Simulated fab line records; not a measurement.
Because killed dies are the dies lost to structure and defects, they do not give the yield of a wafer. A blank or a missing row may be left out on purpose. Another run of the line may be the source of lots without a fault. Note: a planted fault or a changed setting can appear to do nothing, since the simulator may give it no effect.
fab line records	flow n5-finfet
record lots=7	wafers=20	last-day=18
route steps=1938 shown BEOL_M7@1293 PASSIVATION@1936
lots untouched by any fault: they come from a run of this same line in which no faults occurred
start-h: hours from the record's opening day to when the first of the lot's shown wafers began	wait-h: time in hours since the lot's previous step	" same as the row above	L1.1+2: a single row standing in for several wafers	- either no value or no given start	* or withheld: withheld	< > ~ a bound
route shown NAME@n: a module of which the file shows steps, and the number in the route of the first	usual: mean/standard deviation taken from wafers without a fault	same: alike in all rows	chamber/n: place in a boat	sites: readings site by site	_std_site: how widely they spread, as a standard deviation	_edge_site: inner sites' mean taken away from outer sites' mean	radius-mm: how far each site lies from the wafer's centre	mask NAME#n: copy n	behind: the most recent tool/chamber to have shaped the wafer	hold: the reason the lot was held/the length of the hold in hours/how it ended	device: transistor that didn't switch, given as n, p or np	end of line: the tests these same wafers got at the end of their route	a step without rows: its recipe alone	killed: dies that structure and defects cost at the first sort, which is not the same as the wafer's yield	map: dies across one wafer; x = killed, . = not, _ = none there
set.NAME: the setting that was run; set.NAME@STEP: the one run at that earlier step	model.NAME: the simulator's own value behind a step, which no gauge read
lots at some steps of the route; a table a step, a row a wafer
services: from which hour (start-h, from the record's first day; less than 0 if before it) a tool's chamber was out of use, for how many hours, and why
## steps
# step N5_BEOL_M7_EXPOSE_25
# recipe mask-id=V6	na=0.33	source-shape=annular	sigma-inner=0.4	sigma-outer=0.8	polarization=unpolarized	target-cd-nm=40	dose-mj=42.5
# step N5_BEOL_M7_PEB_26
# recipe peb-temp-c=100	peb-time-s=60	resist=CAR-EUV
# step N5_BEOL_M7_DEVELOP_27
# recipe develop-time-s=30	developer=TMAH	resist=CAR-EUV	rinse-liquid=surfactant-rinse	dry=air-spin	dev-temp-c=23
# step N5_BEOL_M7_CD_MEAS_28
# recipe target-cd-nm=40	landing-energy-ev=500	detector=se-inlens
# usual cd-nm=40.05/0.23
lot.wafer	tool	chamber	start-h	wait-h	cd-nm
L203.4	cd-sem-02	0	185.63	-	39.65
L203.5	"	0	"	"	40.26
L203.6	"	0	"	"	40.35
L214.4	cd-sem-02	0	263.19	-	40.13
L214.5	"	0	"	"	40.09
L214.6	"	0	"	"	40.14
L215.1	cd-sem-03	0	273.80	-	40.05
L215.2	"	0	"	"	40.16
L215.5	"	0	"	"	40.17
L216.1	cd-sem-01	0	282.43	-	40.36
L216.5	"	0	"	"	40.10
L216.6	"	0	"	"	39.97
L218.1	cd-sem-03	0	282.83	-	40.22
L218.3	"	0	"	"	40.24
L218.6	"	0	"	"	39.84
L219.5	cd-sem-03	0	306.04	-	40.05
L219.6	"	0	"	"	39.94
L226.1	cd-sem-02	0	358.22	-	39.95
L226.3	"	0	"	"	40.31
L226.4	"	0	"	"	39.41
# step N5_BEOL_M7_OVL_MEAS_29
# recipe points-per-wafer=522
# usual V6_OVL=0.0/0.71
lot.wafer	tool	chamber	start-h	wait-h	V6_OVL[nm]
L203.4	overlay-02	0	185.68	0.0	0.4
L203.5	"	0	"	"	0.6
L203.6	"	0	"	"	-0.3
L214.4	overlay-01	0	263.23	0.0	-0.2
L214.5	"	0	"	"	0.5
L214.6	"	0	"	"	0.7
L215.1	overlay-02	0	273.83	0.0	0.6
L215.2	"	0	"	"	0.1
L215.5	"	0	"	"	0.4
L216.1	overlay-02	0	282.46	0.0	0.6
L216.5	"	0	"	"	-0.5
L216.6	"	0	"	"	0.5
L218.1	overlay-02	0	282.89	0.1	-1.2
L218.3	"	0	"	"	-1.6
L218.6	"	0	"	"	-1.0
L219.5	overlay-01	0	306.09	0.0	1.5
L219.6	"	0	"	"	0.5
L226.1	overlay-02	0	358.25	0.0	0.2
L226.3	"	0	"	"	0.1
L226.4	"	0	"	"	0.7
# step N5_BEOL_M7_INSPECT_30
# recipe mode=adi	inspect-instrument=brightfield
# usual raw-defect-count=413/84
lot.wafer	tool	chamber	start-h	wait-h	raw-defect-count
L203.4	defect-inspect-02	-	185.73	0.0	426
L203.5	"	-	"	"	420
L203.6	"	-	"	"	453
L214.4	defect-inspect-01	-	263.28	0.0	356
L214.5	"	-	"	"	433
L214.6	"	-	"	"	323
L215.1	defect-inspect-01	-	273.89	0.1	247
L215.2	"	-	"	"	400
L215.5	"	-	"	"	421
L216.1	defect-inspect-01	-	282.52	0.1	395
L216.5	"	-	"	"	353
L216.6	"	-	"	"	432
L218.1	defect-inspect-02	-	282.95	0.1	443
L218.3	"	-	"	"	477
L218.6	"	-	"	"	570
L219.5	defect-inspect-01	-	306.12	0.0	651
L219.6	"	-	"	"	434
L226.1	defect-inspect-01	-	358.31	0.1	357
L226.3	"	-	"	"	316
L226.4	"	-	"	"	306
# step N5_BEOL_M7_DESCUM_33
# recipe chemistry=O2	time-s=7	source-power-w=50	bias-power-w=20	pressure-mtorr=20	rf-frequency-hz=2.712e+07	temp-c=40	resist=CAR-EUV	o2-flow-sccm=225
# usual drypump-motor-current-A=5.8/0.35	oes-product-au=0.81/0.088	rf-vpp-V=242.8/1.7	showerhead-plenum-p-Torr=2.07/0.088	throttle-valve-pct=20.3/0.3
lot.wafer	tool	chamber	start-h	wait-h	drypump-motor-current-A	oes-product-au	rf-hours-counter-h	rf-vpp-V	showerhead-plenum-p-Torr	throttle-valve-pct
L203.4	rie-diel-06	3	185.97	0.2	6.0	0.77	-	241.9	2.03	20.6
L203.5	"	1	"	"	6.2	0.91	-	242.1	2.05	20.5
L203.6	"	0	"	"	5.4	0.69	-	240.6	1.97	20.5
L214.4	rie-diel-03	3	263.34	0.1	5.5	0.95	5	245.6	2.22	19.8
L214.5	"	3	"	"	5.5	0.95	-	246.0	2.23	19.9
L214.6	"	2	"	"	6.6	0.94	-	243.2	2.07	20.1
L215.1	rie-diel-03	1	274.49	0.6	5.6	0.71	218	241.1	1.99	20.8
L215.2	"	0	"	"	5.8	0.83	66	243.4	2.12	20.6
L215.5	"	0	"	"	5.8	0.83	-	245.0	2.12	20.6
L216.1	rie-diel-03	2	282.55	0.0	6.6	0.91	25	242.4	2.07	20.1
L216.5	"	3	"	"	5.5	0.92	-	246.3	2.22	19.9
L216.6	"	2	"	"	6.6	0.92	-	242.2	2.07	20.1
L218.1	rie-diel-03	0	283.04	0.1	5.8	0.82	69	242.7	2.12	20.6
L218.3	"	3	"	"	5.5	0.93	11	245.7	2.22	19.9
L218.6	"	0	"	"	5.8	0.82	-	242.4	2.12	20.6
L219.5	rie-diel-03	2	306.17	0.0	6.6	0.89	-	243.1	2.07	20.1
L219.6	"	3	"	"	5.5	0.91	-	245.2	2.22	19.9
L226.1	rie-diel-03	3	358.64	0.3	5.5	0.88	34	244.6	2.21	19.9
L226.3	"	2	"	"	6.6	0.88	49	243.3	2.06	20.1
L226.4	"	0	"	"	5.9	0.80	92	243.3	2.11	20.6
# step N5_BEOL_M7_ETCH_72
# recipe chemistry=N2/H2	target=underlayer	target-depth-a=65	mask-material=CAR-EUV	time-s=5.2	ion-energy-ev=200	pressure-mtorr=30	source-w=840	bias-w=150	n2-flow-sccm=200	h2-flow-sccm=200	ends=cleared
# usual bias-w=150.0/0.45	drypump-motor-current-A=5.8/0.35	etch-rf-on-time-s=5.16/0.14	oes-product-au=0.69/0.074	rf-vpp-V=523/3.3	showerhead-plenum-p-Torr=2.50/0.11	throttle-valve-pct=17.7/0.31
lot.wafer	tool	chamber	start-h	wait-h	bias-w	drypump-motor-current-A	etch-rf-on-time-s	oes-product-au	rf-hours-counter-h	rf-vpp-V	showerhead-plenum-p-Torr	throttle-valve-pct
L203.4	rie-diel-06	3	185.99	0.0	150.1	6.0	5.12	0.66	-	523	2.43	17.7
L203.5	"	1	"	"	149.4	6.2	5.13	0.77	-	522	2.49	17.9
L203.6	"	0	"	"	150.1	5.5	5.03	0.61	-	521	2.39	17.9
L214.4	rie-diel-03	3	263.37	0.0	149.9	5.5	5.19	0.81	5	528	2.71	17.4
L214.5	"	3	"	"	150.3	5.5	5.16	0.81	-	530	2.71	17.3
L214.6	"	2	"	"	149.6	6.6	5.11	0.79	-	521	2.47	17.2
L215.1	rie-diel-03	1	274.52	0.0	150.2	5.6	5.09	0.61	218	521	2.40	18.1
L215.2	"	0	"	"	151.0	5.8	4.99	0.73	66	523	2.57	18.1
L215.5	"	0	"	"	149.9	5.8	4.96	0.71	-	527	2.57	18.1
L216.1	rie-diel-03	2	282.59	0.0	149.4	6.5	5.14	0.77	25	522	2.47	17.2
L216.5	"	3	"	"	150.3	5.5	5.17	0.79	-	529	2.71	17.3
L216.6	"	2	"	"	149.9	6.6	5.10	0.79	-	523	2.47	17.2
L218.1	rie-diel-03	0	283.07	0.0	150.5	5.9	4.97	0.73	69	527	2.57	18.1
L218.3	"	3	"	"	150.3	5.5	5.17	0.78	11	529	2.71	17.3
L218.6	"	0	"	"	150.3	5.9	4.95	0.72	-	526	2.57	18.1
L219.5	rie-diel-03	2	306.20	0.0	150.0	6.6	5.15	0.77	-	523	2.47	17.2
L219.6	"	3	"	"	149.7	5.5	5.19	0.75	-	532	2.70	17.4
L226.1	rie-diel-03	3	358.67	0.0	149.9	5.5	5.27	0.73	34	527	2.70	17.4
L226.3	"	2	"	"	149.5	6.6	5.14	0.75	49	523	2.46	17.2
L226.4	"	0	"	"	149.8	5.8	5.09	0.69	92	524	2.56	18.1
# step N5_BEOL_M7_ETCH_65
# recipe chemistry=CF4	target=SiARC	target-depth-a=156	mask-material=CAR-EUV	time-s=26	ion-energy-ev=80	pressure-mtorr=40	source-w=545	bias-w=36	Ar_flow_sccm=100	cf4-flow-sccm=100	ends=cleared
# usual bias-w=36.01/0.12	drypump-motor-current-A=5.8/0.34	etch-rf-on-time-s=25.7/0.79	oes-product-au=0.70/0.074	rf-vpp-V=183.6/1.4	showerhead-plenum-p-Torr=2.12/0.088	throttle-valve-pct=15.54/0.27
lot.wafer	tool	chamber	start-h	wait-h	bias-w	drypump-motor-current-A	etch-rf-on-time-s	oes-product-au	rf-hours-counter-h	rf-vpp-V	showerhead-plenum-p-Torr	throttle-valve-pct
L203.4	rie-diel-06	3	186.01	0.0	36.05	6.0	26.1	0.66	-	182.6	2.08	15.72
L203.5	"	1	"	"	36.13	6.2	25.5	0.76	-	184.4	2.10	15.59
L203.6	"	0	"	"	36.16	5.5	25.9	0.60	-	182.9	2.04	15.79
L214.4	rie-diel-03	3	263.39	0.0	36.00	5.5	26.0	0.79	5	185.4	2.28	15.09
L214.5	"	3	"	"	35.96	5.5	25.9	0.80	-	186.2	2.28	15.08
L214.6	"	2	"	"	36.07	6.6	25.2	0.80	-	184.2	2.11	15.19
L215.1	rie-diel-03	1	274.54	0.0	36.17	5.6	24.8	0.62	218	182.2	2.04	15.96
L215.2	"	0	"	"	35.95	5.8	24.5	0.73	66	183.8	2.18	15.77
L215.5	"	0	"	"	36.09	5.8	24.3	0.73	-	183.5	2.18	15.77
L216.1	rie-diel-03	2	282.60	0.0	35.94	6.6	25.5	0.79	25	183.3	2.11	15.18
L216.5	"	3	"	"	35.88	5.5	26.1	0.78	-	184.6	2.28	15.11
L216.6	"	2	"	"	36.01	6.6	25.8	0.78	-	184.1	2.11	15.17
L218.1	rie-diel-03	0	283.09	0.0	36.08	5.8	24.6	0.73	69	185.6	2.18	15.78
L218.3	"	3	"	"	35.98	5.5	26.3	0.78	11	184.6	2.28	15.09
L218.6	"	0	"	"	35.94	5.8	24.8	0.71	-	183.4	2.18	15.78
L219.5	rie-diel-03	2	306.22	0.0	35.97	6.5	25.8	0.77	-	182.8	2.11	15.20
L219.6	"	3	"	"	36.01	5.5	26.1	0.78	-	185.1	2.28	15.11
L226.1	rie-diel-03	3	358.69	0.0	36.06	5.5	26.0	0.74	34	186.0	2.27	15.13
L226.3	"	2	"	"	35.66	6.5	25.3	0.74	49	183.0	2.10	15.24
L226.4	"	0	"	"	36.09	5.8	25.0	0.69	92	184.2	2.17	15.81
# step N5_BEOL_M7_ETCH_66
# recipe chemistry=N2/H2	target=SOC	target-depth-a=800	overetch-a=160	mask-material=SiARC	temp-c=40	time-s=120	ion-energy-ev=200	pressure-mtorr=30	source-w=840	bias-w=150	n2-flow-sccm=200	h2-flow-sccm=200
# usual bias-w=150.0/0.48	drypump-motor-current-A=5.8/0.34	oes-product-au=0.62/0.064	rf-vpp-V=523/3.2	run-length-s=143.5/0.49	showerhead-plenum-p-Torr=2.50/0.11	throttle-valve-pct=17.7/0.31
lot.wafer	tool	chamber	start-h	wait-h	bias-w	drypump-motor-current-A	oes-product-au	rf-hours-counter-h	rf-vpp-V	run-length-s	showerhead-plenum-p-Torr	throttle-valve-pct
L203.4	rie-diel-06	3	186.07	0.0	149.9	6.0	0.59	-	521	144.7	2.43	17.7
L203.5	"	1	"	"	150.4	6.2	0.69	-	523	143.5	2.49	17.9
L203.6	"	0	"	"	150.2	5.5	0.54	-	521	143.5	2.39	17.9
L214.4	rie-diel-03	3	263.42	0.0	150.8	5.5	0.72	5	529	143.3	2.71	17.3
L214.5	"	3	"	"	149.7	5.5	0.71	-	529	143.7	2.71	17.3
L214.6	"	2	"	"	149.1	6.6	0.70	-	522	143.6	2.47	17.1
L215.1	rie-diel-03	1	274.56	0.0	150.9	5.6	0.54	218	522	143.7	2.40	18.1
L215.2	"	0	"	"	149.6	5.8	0.63	66	525	142.7	2.57	18.0
L215.5	"	0	"	"	149.6	5.9	0.63	-	526	142.5	2.57	18.0
L216.1	rie-diel-03	2	282.63	0.0	149.9	6.6	0.70	25	523	143.4	2.47	17.2
L216.5	"	3	"	"	150.0	5.5	0.70	-	528	143.5	2.71	17.3
L216.6	"	2	"	"	149.5	6.6	0.70	-	523	143.9	2.47	17.1
L218.1	rie-diel-03	0	283.12	0.0	150.4	5.9	0.63	69	525	142.5	2.57	18.1
L218.3	"	3	"	"	151.0	5.5	0.70	11	530	143.3	2.71	17.3
L218.6	"	0	"	"	150.1	5.8	0.62	-	523	142.6	2.57	18.0
L219.5	rie-diel-03	2	306.27	0.0	149.8	6.6	0.68	-	523	143.9	2.47	17.1
L219.6	"	3	"	"	149.4	5.5	0.70	-	528	143.3	2.71	17.3
L226.1	rie-diel-03	3	358.72	0.0	149.4	5.5	0.66	35	529	143.1	2.70	17.3
L226.3	"	2	"	"	149.4	6.5	0.67	49	521	143.6	2.46	17.2
L226.4	"	0	"	"	150.6	5.9	0.61	92	525	142.5	2.56	18.1
# step N5_BEOL_M7_STRIP_69
# recipe chemistry=N2/H2	temp-c=40	n2-flow-sccm=200	h2-flow-sccm=200	rf-frequency-hz=6e+07
# step N5_BEOL_M7_STRIP_73
# recipe chemistry=N2/H2	temp-c=40	n2-flow-sccm=200	h2-flow-sccm=200	rf-frequency-hz=6e+07
# step N5_BEOL_M7_VIA_ETCH_34
# recipe chemistry=C4F6/O2	target=SiCOH_lowk	target-depth-a=1255	mask-material=SOC	taper-deg=4	time-s=50.5	ion-energy-ev=250	pressure-mtorr=30	source-w=345	bias-w=185	Ar_flow_sccm=300	C4F6_flow_sccm=10	O2_flow_sccm=10
# usual bias-w=185.0/0.53	drypump-motor-current-A=5.8/0.35	oes_o_777_au=0.82/0.089	oes-product-au=0.81/0.088	rf-vpp-V=656/14	run-length-s=74.0/0.44	showerhead-plenum-p-Torr=2.83/0.12	throttle-valve-pct=20.85/0.26
lot.wafer	tool	chamber	start-h	wait-h	bias-w	drypump-motor-current-A	oes_o_777_au	oes-product-au	rf-hours-counter-h	rf-vpp-V	run-length-s	showerhead-plenum-p-Torr	throttle-valve-pct	model.etch.depth-nm	model.SOC_of_BEOL_M7_COAT_63.thk-nm
L203.4	rie-diel-06	3	186.15	0.0	183.9	6.0	0.79	0.77	-	633	74.3	2.78	21.11	125.7	54
L203.5	"	1	"	"	185.3	6.2	0.91	0.90	-	656	74.2	2.81	21.05	127.2	54
L203.6	"	0	"	"	185.4	5.4	0.70	0.70	-	653	73.9	2.72	21.09	125.4	54.4
L214.4	rie-diel-03	3	263.52	0.0	184.6	5.5	0.94	0.93	6	658	74.0	3.05	20.52	125.6	54.2
L214.5	"	3	"	"	184.6	5.5	0.94	0.93	-	659	73.6	3.06	20.53	125.4	54
L214.6	"	2	"	"	185.0	6.6	0.95	0.93	-	648	74.6	2.80	20.48	127.8	53.8
L215.1	rie-diel-03	1	274.67	0.0	185.3	5.5	0.75	0.73	218	652	74.2	2.70	21.20	127	53.6
L215.2	"	0	"	"	185.2	5.8	0.90	0.84	67	648	73.1	2.86	20.98	128.8	53.6
L215.5	"	0	"	"	184.9	5.8	0.89	0.84	-	647	73.0	2.86	20.97	129.4	53.6
L216.1	rie-diel-03	2	282.73	0.0	184.6	6.6	0.94	0.91	25	648	77.8	2.80	20.47	134.2	53.6
L216.5	"	3	"	"	184.5	5.5	0.92	0.91	-	659	77.1	3.05	20.52	132.9	53.4
L216.6	"	2	"	"	185.0	6.5	0.94	0.91	-	649	74.1	2.80	20.47	126.2	53.8
L218.1	rie-diel-03	1	283.22	0.0	184.5	5.6	0.74	0.71	220	652	77.5	2.70	21.19	135.5	53.6
L218.3	"	2	"	"	185.2	6.5	0.95	0.91	25	647	74.4	2.80	20.47	126.7	53.8
L218.6	"	3	"	"	184.1	5.5	0.92	0.93	-	657	74.6	3.05	20.54	127.4	53.6
L219.5	rie-diel-03	2	306.36	0.0	185.5	6.5	0.92	0.90	-	647	77.4	2.79	20.49	135	53.6
L219.6	"	3	"	"	184.5	5.5	0.90	0.90	-	658	73.8	3.05	20.54	125.3	54
L226.1	rie-diel-03	3	358.82	0.0	184.6	5.5	0.86	0.87	35	658	74.1	3.04	20.57	126.6	53.4
L226.3	"	2	"	"	185.4	6.6	0.91	0.87	49	648	74.2	2.79	20.51	127.4	53.6
L226.4	"	0	"	"	185.6	5.8	0.86	0.80	92	648	73.2	2.85	21.00	126.3	53.6
# step N5_BEOL_M7_STRIP_76
# recipe chemistry=C4F6/O2	resist=SiARC	rf-frequency-hz=6e+07
# step N5_PASSIVATION_PROBE_49
# usual defect-limited-yield=90.9/1.6	killed_at_M0_to_M3=34/10	killed_at_M4_up=13/5.4	killed-at-contacts=13/6	killed-at-front-end=42/13	killed-at-other=4/3.2	killed-dies=107/18	killed-open=69/14	killed-short=35/7.7	sort_bin_5_function=5.3/1	sort_bin_6_memory=3.3/0.75	sort_bin_8_speed=0.00/0.015	sort-n-pass=1073/19	sort-yield-pct=90.9/1.6
# same gross-dies=1180	killed-at-back-side=0	sort_bin_4_leakage[%]=0
lot.wafer	tool	chamber	start-h	wait-h	defect-limited-yield[%]	killed_at_M0_to_M3	killed_at_M4_up	killed-at-contacts	killed-at-front-end	killed-at-other	killed-dies	killed-open	killed-short	sort_bin_5_function[%]	sort_bin_6_memory[%]	sort_bin_8_speed[%]	sort-n-pass	sort-yield-pct[%]
L203.4	prober-02	-	265.85	0.2	90.3	33	16	12	53	1	115	74	37	5.1	4.2	0	1065	90.3
L203.5	prober-02	-	265.90	0.2	92.5	18	27	14	30	0	89	65	22	5.0	2.1	0	1091	92.5
L203.6	prober-02	-	265.95	0.3	92.6	26	18	7	33	3	87	53	32	4.4	2.3	0	1093	92.6
L215.1	prober-01	-	353.28	0.0	89.7	40	16	7	53	5	121	63	50	6.0	3.6	0	1059	89.7
L215.5	prober-01	-	353.48	0.2	89.4	43	14	13	50	5	125	81	39	5.6	4.7	0	1055	89.4
L218.1	prober-02	-	357.07	0.0	91.5	30	24	12	27	7	100	64	34	4.7	3.5	0	1080	91.5
L218.3	prober-02	-	357.17	0.1	90.7	31	29	6	40	4	110	83	24	6.1	2.8	0	1070	90.7
L218.6	prober-02	-	357.32	0.3	90.0	28	18	7	58	7	118	67	37	6.9	2.8	0	1062	90.0
L216.1	prober-01	-	357.41	0.0	91.2	37	7	6	50	4	104	65	38	4.7	4.0	0	1076	91.2
L216.5	prober-01	-	357.61	0.2	91.0	49	8	10	35	4	106	71	34	5.7	3.0	0.08	1073	90.9
L226.1	prober-02	-	432.47	0.0	90.3	18	17	16	61	3	115	60	47	6.4	3.1	0	1065	90.3
L226.3	prober-02	-	432.57	0.1	90.8	29	6	13	54	6	108	69	32	5.9	3.1	0	1072	90.8
L226.4	prober-02	-	432.62	0.2	89.3	42	8	8	64	4	126	88	35	6.1	3.8	0	1054	89.3
# killed by level:class
L203.4 FIN_SAQP:geometric-particle:short=17 BEOL_M2:geometric-particle:open=10 FIN_SAQP:geometric-particle:open=9 STI_FIN_REVEAL:geometric-particle:open=9 MOL_CONTACT_COAG:geometric-particle:open=8 BEOL_M4:geometric-particle:open=7 BEOL_M0:geometric-particle:open=6 BEOL_M0_SAQP:geometric-particle:short=4
L203.5 BEOL_M4:geometric-particle:open=16 MOL_CONTACT_COAG:geometric-particle:open=14 FIN_SAQP:geometric-particle:short=6 GATE_CUT:geometric-particle:open=6 GATE_CUT:geometric-particle:short=5 BEOL_M2:geometric-particle:open=5 FIN_SAQP:geometric-particle:open=4 BEOL_M5:geometric-particle:open=4
L203.6 FIN_SAQP:geometric-particle:open=11 FIN_SAQP:geometric-particle:short=9 BEOL_M0_SAQP:geometric-particle:short=8 BEOL_M4:geometric-particle:open=7 BEOL_M0:geometric-particle:open=6 MOL_CONTACT_COAG:geometric-particle:open=5 BEOL_M2:geometric-particle:open=5 STI_FIN_REVEAL:geometric-particle:open=3
L215.1 BEOL_M0_SAQP:geometric-particle:short=14 BEOL_M4:geometric-particle:open=9 DUMMY_GATE:geometric-particle:open=8 FIN_SAQP:geometric-particle:short=7 BEOL_M3:geometric-particle:open=7 GATE_CUT:geometric-particle:short=6 BEOL_M0_SAQP:geometric-particle:open=6 FIN_SAQP:geometric-particle:open=5
L215.5 FIN_SAQP:geometric-particle:open=11 FIN_SAQP:geometric-particle:short=10 MOL_CONTACT_COAG:geometric-particle:open=10 BEOL_M2:geometric-particle:open=9 BEOL_M3:geometric-particle:open=8 BEOL_M0_SAQP:geometric-particle:open=7 BEOL_M1:geometric-particle:open=6 DUMMY_GATE:geometric-particle:open=5
L218.1 BEOL_M3:geometric-particle:open=10 BEOL_M4:geometric-particle:open=9 MOL_CONTACT_COAG:geometric-particle:open=9 STI_FIN_REVEAL:geometric-particle:open=6 ILD0:geometric-particle:open=4 BEOL_M0_SAQP:geometric-particle:open=4 BEOL_M0:geometric-particle:open=4 BEOL_M0:geometric-particle:short=4
L218.3 BEOL_M4:geometric-particle:open=11 FIN_SAQP:geometric-particle:open=10 DUMMY_GATE:geometric-particle:open=9 BEOL_M1:geometric-particle:open=9 BEOL_M0_SAQP:geometric-particle:open=7 STI_FIN_REVEAL:geometric-particle:open=5 BEOL_M3:geometric-particle:open=5 DUMMY_GATE:geometric-particle:short=4
L218.6 FIN_CUT:area-etch=12 STI_FIN_REVEAL:geometric-particle:open=11 DUMMY_GATE:geometric-particle:open=11 BEOL_M2:geometric-particle:open=9 DUMMY_GATE:geometric-particle:short=7 BEOL_M4:geometric-particle:open=7 BEOL_M0_SAQP:geometric-particle:short=5 FIN_SAQP:geometric-particle:open=4
L216.1 STI_FIN_REVEAL:geometric-particle:open=13 BEOL_M1:geometric-particle:open=12 FIN_SAQP:geometric-particle:short=10 STI_FIN_REVEAL:geometric-particle:short=7 BEOL_M0_SAQP:geometric-particle:open=7 BEOL_M0_SAQP:geometric-particle:short=7 MOL_CONTACT_COAG:geometric-particle:open=6 FIN_SAQP:geometric-particle:open=5
L216.5 BEOL_M0:geometric-particle:open=10 BEOL_M0_SAQP:geometric-particle:open=9 STI_FIN_REVEAL:geometric-particle:open=8 DUMMY_GATE:geometric-particle:open=8 BEOL_M0_SAQP:geometric-particle:short=7 MOL_CONTACT_COAG:geometric-particle:open=7 BEOL_M1:geometric-particle:open=7 BEOL_M2:geometric-particle:open=6
L226.1 FIN_SAQP:geometric-particle:short=17 FIN_SAQP:geometric-particle:open=14 MOL_CONTACT_COAG:geometric-particle:open=12 BEOL_M4:geometric-particle:open=8 STI_FIN_REVEAL:geometric-particle:open=7 BEOL_M3:geometric-particle:open=5 GATE_CUT:geometric-particle:short=4 MOL_CONTACT_COAG:geometric-particle:short=4
L226.3 STI_FIN_REVEAL:geometric-particle:open=18 FIN_SAQP:geometric-particle:open=14 BEOL_M0_SAQP:geometric-particle:open=9 BEOL_M0_SAQP:geometric-particle:short=8 FIN_SAQP:geometric-particle:short=7 MOL_CONTACT_COAG:geometric-particle:open=7 BEOL_M3:geometric-particle:open=5 BEOL_M4:geometric-particle:open=5
L226.4 STI_FIN_REVEAL:geometric-particle:open=23 BEOL_M0_SAQP:geometric-particle:open=12 BEOL_M3:geometric-particle:open=12 FIN_SAQP:geometric-particle:open=10 FIN_SAQP:geometric-particle:short=8 BEOL_M0_SAQP:geometric-particle:short=8 MOL_CONTACT_COAG:geometric-particle:open=7 STI_FIN_REVEAL:geometric-particle:short=5
## services
tool	chamber	start-h	hours	kind
rie-diel-03	2	175.53	-	clean
rie-diel-03	2	175.53	-	consumable-replace:focus-ring
rie-diel-03	2	175.53	31.8	scheduled-down
rie-diel-03	2	175.53	31.8	vent-cycle
rie-diel-06	2	178.37	10.6	repair
rie-diel-06	-	201.59	2.8	pm
rie-diel-06	2	213.54	-	clean
rie-diel-06	2	213.54	-	consumable-replace:focus-ring
rie-diel-06	2	213.54	13.1	scheduled-down
rie-diel-06	2	213.54	13.1	vent-cycle
rie-diel-03	3	233.72	-	clean
rie-diel-03	3	233.72	-	consumable-replace:focus-ring
rie-diel-03	3	233.72	-	consumable-replace:showerhead
rie-diel-03	3	233.72	11.9	scheduled-down
rie-diel-03	3	233.72	11.9	vent-cycle
rie-diel-06	0	242.41	-	clean
rie-diel-06	0	242.41	-	consumable-replace:focus-ring
rie-diel-06	0	242.41	-	consumable-replace:showerhead
rie-diel-06	0	242.41	21.1	scheduled-down
rie-diel-06	0	242.41	21.1	vent-cycle
rie-diel-03	-	267.61	2.8	pm
rie-diel-03	3	285.89	4.9	repair
rie-diel-06	-	318.79	1.1	repair
## key
first-sign step=N5_BEOL_M7_VIA_ETCH_34	reading=run-length-s	direction=up	sigmas=7.8	usual=*	struck=*
effect none on later readings
model-effect step=N5_BEOL_M7_VIA_ETCH_34	value=etch.depth-nm	without=125.9	struck=134.4
met-at N5_BEOL_M7_VIA_ETCH_34
struck-wafers L216.1,L216.5,L218.1,L219.5
baseline-loss step=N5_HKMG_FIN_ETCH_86	wafers=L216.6
baseline-loss step=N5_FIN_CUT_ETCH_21	wafers=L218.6
onset-between 274.67 282.73
fault kind=process-parameter-drift	tool=rie-diel-03	chamber=-	onset-h=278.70	steps=N5_BEOL_M7_VIA_ETCH_34	channel=time-s	offset=*	shape=step	end-h=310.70	scope=struck-wafers-only	acts-in=*	stated=*
# baseline-loss: these wafers lose ten dies or more at that step, a loss of the line's own and not of a fault; the sort's usual values leave them out
